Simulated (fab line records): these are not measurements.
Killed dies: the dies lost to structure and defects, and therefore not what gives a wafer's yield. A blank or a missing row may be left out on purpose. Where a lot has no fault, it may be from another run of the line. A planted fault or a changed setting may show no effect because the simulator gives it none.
8D (eight disciplines) problem report, filled in by code -- flow n5Finfet -- the parts of the form that need people (team, actions taken, sign-off) are left out

## 1. THE PROBLEM
Mean of cdNm at N5_FIN_SAQP_CD_MEAS_16: 32.2 nm across 6 wafers in 2 lots; on wafers with no fault it is 35.5 nm (standard deviation 0.3). That is -11 standard deviations from the usual mean.
The step: target cd 35.6 nm.
The first sign was on wafer L533.1 at day 6 03:32, on cdSem-01. Wafers with a number at this step in the record: 27, from 10 lots. Rule for "out" (also "out of limits"): further than 4 standard deviations from the usual mean. The rest of the wafers with a number are treated as sound.

## 2. WHAT THIS IS AND IS NOT
question,is,is not
which readings at this step,cdNm,-
which lots,"L533, L535","L517, L518, L519, L520, L523, L524, L536, L538"
which wafers of those lots,all that have a number,-
read on which gauges,"cdSem-01, cdSem-02",cdSem-03
when,from day 6 03:32,"up to then (15 sound wafers); but 6 sound wafers of L536, L538 came after"

## 3. THE SUSPECTS, EACH WITH WHAT RULES IT OUT
Counting: a tool at any process step up to the reading remains a suspect when it ran all the lots that are out and ran no sound lot after the first of those.
- ruled out: the gauge at N5_FIN_SAQP_CD_MEAS_16. 2 gauges (cdSem-01, cdSem-02) read the wafers that are out.
- rieDiel-03 at N5_PMOS_HMC_CHANNEL_EPI_STRIP_33 (strips in N2/H2): ruled out as a lasting fault. The sound lots L538 went through it after L533, its earliest lot that is out (day 5 23:25).
- aldSin-04 at N5_FIN_SAQP_ALD_61 (deposits SiO2, target thk 4 nm, pulse time 1 s, purge time 2 s): ruled out as a lasting fault. The sound lots L536 went through it after L533, its earliest lot that is out (day 6 02:16).
- lithoTrack-04 at N5_FIN_SAQP_PEB_14 (peb time 60 s): kept. Every lot that is out went through it, starting with L533 (day 6 03:29), and after that it ran no sound lot; the last sound lot it ran before then is L520 (day 2 21:45).
Remaining after the count: lithoTrack-04 at N5_FIN_SAQP_PEB_14.

## 4. THE CAUSE (what the simulator had put in)
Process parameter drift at N5_FIN_SAQP_PEB_14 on lithoTrack-04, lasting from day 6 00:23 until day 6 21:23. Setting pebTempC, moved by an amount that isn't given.
The count eliminated every tool but this one.

## 5. SEQUENCE OF EFFECTS, ordered by route
One row per reading whose mean, taken over the struck wafers that have a number, lies over 3 standard deviations from the usual. Only readings for which the record gives a usual standard deviation are gone through. hours: the time from each lot's start at the first step in this table that gives one to its start at this step, as a median over the lots. sigmas: the change in usual standard deviations.
hours,step,reading,usual,on struck wafers,change,sigmas
0,N5_FIN_SAQP_CD_MEAS_16,cdNm,35.5 nm,32.2,-3.2,-11
Later measuring or inspecting steps at which every struck wafer that the step has a row for has a number for every such reading, and none has moved that far: N5_FIN_SAQP_INSPECT_18, N5_BEOL_M4_RC_MEAS_101.

## 6. WHAT WOULD HAVE CAUGHT IT SOONER
Counted from the fault's start at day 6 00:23, it took 3 hours until the first out-of-limits reading at a measuring or inspecting step in this record, taken at day 6 03:32.
An alarm limit of 4 standard deviations would not have fired on the tool readings at N5_FIN_SAQP_PEB_14 for which the record gives a usual standard deviation, since none of them was out on any struck wafer.
Of the lots that are out (2), L535 began N5_FIN_SAQP_PEB_14 on lithoTrack-04 after day 6 03:32. Had the tool been put on hold then, it would have been spared.
